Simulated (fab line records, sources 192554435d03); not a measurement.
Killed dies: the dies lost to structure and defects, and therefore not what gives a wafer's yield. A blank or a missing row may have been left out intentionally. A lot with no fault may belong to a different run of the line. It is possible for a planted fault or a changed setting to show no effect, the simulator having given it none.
Comparing a struck lot with a sound one | flow n5-finfet | 37 steps out of a route of 1938
Sound: these wafers, L966.1, L966.2, L966.6. Struck: wafer L981.5 (L981.2, L981.4, from the same lot, were not struck and are left out); the cause is given at the end.
For every step that has rows: the tool of each side, followed by ch and its chambers, followed by its first start. Under that, the readings that differ: sound wafers | struck wafers | difference of the means | sigmas: that difference in standard deviations of wafers without a fault.
alike: words and numbers the same on both sides, and readings whose means are apart by under 2 such deviations; not compared: readings that were withheld, readings missing a value for some wafer, numbers with overlapping values and no deviation given by the record, and bounds like >300 which may hide the same value.
Wherever a step has rows on one side only, a row that says differs or no value, or a row with sigmas, the two part there. Numbers that don't overlap but have no deviation are shown without sigmas and don't part them. A reading missing from all wafers of one side parts the sides only when that side holds two or more wafers.

first, 9 steps without rows for these wafers: N5_SDB_EXPOSE_08 (exposes mask SDB); N5_SDB_PEB_09 (peb time 60 s); N5_SDB_DEVELOP_10 (develop time 30 s); N5_SDB_DESCUM_16 (chemistry O2, time 7.9 s); N5_SDB_ETCH_17 (etches SiARC in CF4, target depth 23.4 nm, time 39 s); N5_SDB_ETCH_18 (etches SOC in N2/H2, target depth 100 nm, overetch 20 nm, time 150 s); N5_SDB_STRIP_19 (strips in N2/H2); N5_SDB_STRIP_21 (strips in CF4); N5_SDB_HM_OPEN_20 (chemistry CH3F/O2, target SiNx, stops on poly-Si, target depth 24 nm).
N5_SDB_STRIP_22: strips in N2/H2.
  sound on plasma-asher-02 ch 0,1, day 4 05:53; struck on plasma-asher-02 ch 1, day 8 00:17
  reading               | sound             | struck | difference | sigmas
  oes-product-au (a.u.) | 0.717 0.718 0.720 | 0.707  | -0.011     | -2
  alike: drypump-motor-current-A, heater-power-w, strip-time-to-endpoint-s
  not compared: rf-hours-counter-h
then, 26 steps without rows for these wafers: N5_SDB_PRECLEAN_23 (cleans in dHF, time 30 s); N5_SDB_DUMMY_REMOVE_24 (chemistry TMAH, target poly-Si, stops on SiO2, target depth 142 nm, time 57 s, rinse time 30 s); N5_SDB_ETCH_25 (etches SiO2 in C4F6/O2, target depth 10 nm, time 3.3 s); N5_SDB_CUT_ETCH_26 (etches Si in HBr/Cl2/O2, target depth 129.6 nm, bt time 20 s, time 51.8 s); N5_SDB_PRECLEAN_38 (cleans in dHF, time 10 s); N5_SDB_PRECLEAN_39 (cleans in O3/DIW, time 45 s); N5_SDB_SRD_28 (time 30 s); N5_SDB_ALD_29 (deposits SiNx, target thk 30 nm, pulse time 1 s, ald cycles 600); N5_SDB_CMP_30 (polishes, stops on poly-Si, t overpolish 1.54 s, target thk 30 nm); N5_DUMMY_REMOVAL_HM_STRIP_01 (strips SiNx in CH3F/O2, stops on poly-Si, target depth 4 nm, time 6.8 s); N5_DUMMY_REMOVAL_STRIP_10 (strips in N2/H2, time 40 s); N5_DUMMY_REMOVAL_PRECLEAN_07 (cleans in dHF, time 30 s); N5_DUMMY_REMOVAL_DUMMY_REMOVE_02 (chemistry TMAH, target poly-Si, stops on SiO2, target depth 142 nm, time 57 s, rinse time 30 s); N5_DUMMY_REMOVAL_PRECLEAN_08 (cleans in NF3:NH3, afs cycles 2, time 20 s, sublimation time 60 s); N5_DUMMY_REMOVAL_PRECLEAN_04 (cleans in DHF, time 37 s); N5_DUMMY_REMOVAL_SRD_05 (time 30 s); N5_HKMG_FIN_IL_REGROW_00 (material SiO2, chemistry O3, target thk 0.75 nm, time 30 s); N5_HKMG_FIN_HK_ALD_01 (deposits HfO2, target thk 1.6 nm, pulse time 3 s, purge time 3 s); N5_HKMG_FIN_HK_ANNEAL_02 (time 30 s); N5_HKMG_FIN_ALD_74 (deposits La2O3, target thk 0.5 nm, pulse time 6 s, co reactant pulse time 1 s); N5_HKMG_FIN_ALD_75 (deposits Al2O3, target thk 1 nm, co reactant pulse time 1 s); N5_HKMG_FIN_COAT_41 (time 60 s, resist thk 300 nm); N5_HKMG_FIN_COAT_42 (time 60 s, resist thk 35 nm); N5_HKMG_FIN_COAT_43 (resist thk 90 nm); N5_HKMG_FIN_EBR_45; N5_HKMG_FIN_SOFTBAKE_44 (time 60 s).
-- a jump in the record: the struck wafers' starts before and after are 9 days apart (it breaks off in module HKMG_FIN and resumes in module PASSIVATION, where the first step shown is number 1936 of the route) --
N5_PASSIVATION_PROBE_49:
  record: rows for the struck wafers here (prober-02, day 16 23:23), none for the sound ones

## WHERE THEY PART
Last at N5_PASSIVATION_PROBE_49 as far as this record goes, first at N5_SDB_STRIP_22.

WHY: what had been put in by the simulator
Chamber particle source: plasma-asher-02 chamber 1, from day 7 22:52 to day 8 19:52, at N5_SDB_STRIP_22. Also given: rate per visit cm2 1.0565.
